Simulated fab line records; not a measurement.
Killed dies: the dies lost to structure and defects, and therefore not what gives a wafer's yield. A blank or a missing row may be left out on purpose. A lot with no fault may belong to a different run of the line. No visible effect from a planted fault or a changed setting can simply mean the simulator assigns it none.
Code-filled problem report in 8D (eight disciplines) form / flow nand_harc / the parts of the form that need people (team, actions taken, sign-off) are left out

1. THE ISSUE
Wafers without a fault read 29.1 s, standard deviation 2.2; time_to_endpoint_s at NHARC_A_BLC_CMP_25 reads a mean of 11.5 s on 3 wafers belonging to 3 lots. That is -8.0 standard deviations from the usual mean.
The step: polishes, t overpolish 30 s, target thk 150 nm.
The first sign was on wafer L309.5 at day 19 15:29, on cmp-02. The record holds 37 wafers of 13 lots with a number at this step. Rule for "out", or "out of limits": more than 4 standard deviations from the usual mean. The other wafers with a number count as sound.

2. WHAT THIS IS AND IS NOT
question=which readings at this step | is=time_to_endpoint_s | is not=motor_current_A
question=which lots | is=L309, L311, L312 | is not=L299, L300, L301, L302, L303, L306, L318, L319, L320, L322
question=which wafers of those lots | is=L309.5, L311.4, L312.4 | is not=L309.3, L311.1, L312.1, L312.2
question=read on which tools | is=cmp-02, cmp-03 | is not=cmp-01
question=when | is=from day 19 15:29 | is not=up to then (19 sound wafers); but 15 sound wafers of L311, L312, L318, L319, L320, L322 came after

3. SUSPECTS, AND WHAT RULES EACH OUT
Counting: a tool at a process step up to the reading stays a suspect if it ran every lot that is out. Sound lots after the first of them don't rule it out here, since some wafers of a struck lot are sound.
- cvd_w-01 at NHARC_A_BLC_CVD_24 (deposits W, target thk 150 nm, time 434 s): kept. It processed each lot that is out (first: L309, day 19 15:08); up to then, its last sound lot is L306 (day 19 03:01).
Left after counting: cvd_w-01 at NHARC_A_BLC_CVD_24.

4. THE CAUSE (what the simulator had put in)
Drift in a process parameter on cvd_w-01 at NHARC_A_BLC_CVD_24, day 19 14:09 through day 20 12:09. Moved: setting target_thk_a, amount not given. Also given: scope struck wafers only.
Only this tool survived the counting.

5. THE CHAIN OF EFFECTS, in route order
Rows list readings where the struck wafers' mean (over those with a number) sits beyond 3 standard deviations from the usual. Scope: only readings with a usual standard deviation given in the record; hours: median across lots of the time from each lot's start at the first step in this table that gives one to its start at this step; sigmas: change in usual standard deviations.
hours=0; step=NHARC_A_BLC_CMP_25; reading=time_to_endpoint_s; usual=29.1 s; on struck wafers=11.5; change=-17.6; sigmas=-8.0
Process steps it contains:
- NHARC_A_BLC_CMP_25: polishes, t overpolish 30 s, target thk 150 nm.

6. WHAT WOULD HAVE CAUGHT IT SOONER
In this record the first reading out of limits was taken at day 19 15:29, 1 hour after the fault began at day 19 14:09.
No tool reading at NHARC_A_BLC_CVD_24 that has a usual standard deviation in the record was out on any struck wafer, so an alarm limit of 4 standard deviations on those readings would not have fired.
Among the 3 lots that are out, L311, L312 began NHARC_A_BLC_CVD_24 on cvd_w-01 after day 19 15:29. A hold on the tool at that time would have spared those 2.
